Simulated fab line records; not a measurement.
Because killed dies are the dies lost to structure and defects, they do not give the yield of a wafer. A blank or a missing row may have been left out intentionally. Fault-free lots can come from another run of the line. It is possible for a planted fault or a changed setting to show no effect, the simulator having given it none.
Chamber matching    flow n5 finfet    N5_BEOL_M2_PRE_CLEAN_60 on cvd co-01: 3 sister chambers
The step time 15 s. 6 wafers are shown with their chamber, then 12 later ones without.

## WAFERS PAIRED WITH THEIR CHAMBERS
wafer   chamber  heater power w (W)
L088.3  1        90
L088.5  1        88
L088.6  0        63
L089.1  2        72
L089.2  0        65
L089.5  2        72

## WAFERS WITHOUT THEIR CHAMBER
wafer   heater power w (W)
L090.2  73
L090.3  90
L090.6  64
L093.1  65
L093.3  88
L093.6  73
L094.1  74
L094.3  65
L094.4  73
L095.1  73
L095.3  63
L095.6  89

## THE CHAMBER EACH PASSED THROUGH
wafer   from the rows above  in truth
L090.2  2                    2
L090.3  1                    1
L090.6  0                    0
L093.1  0                    0
L093.3  1                    1
L093.6  2                    2
L094.1  2                    2
L094.3  0                    0
L094.4  2                    2
L095.1  2                    2
L095.3  0                    0
L095.6  1                    1
Correctly placed: 12 of 12. From these rows, 0 cannot be placed. 0 placed wrongly.
How it was worked out, from the rows above alone: a wafer's distance from a chamber is the root of the sum, over the readings, of the square of ((its reading less the chamber's mean) divided by the reading's scatter). If the next closest chamber is less than 2 further off than the closest, the wafer can't be placed; otherwise it belongs to the closest. A chamber's mean is the mean of its shown wafers. The scatter is the square root of a quotient: the sum, over the shown wafers, of each reading's squared deviation from its chamber's mean, divided by wafers minus chambers.
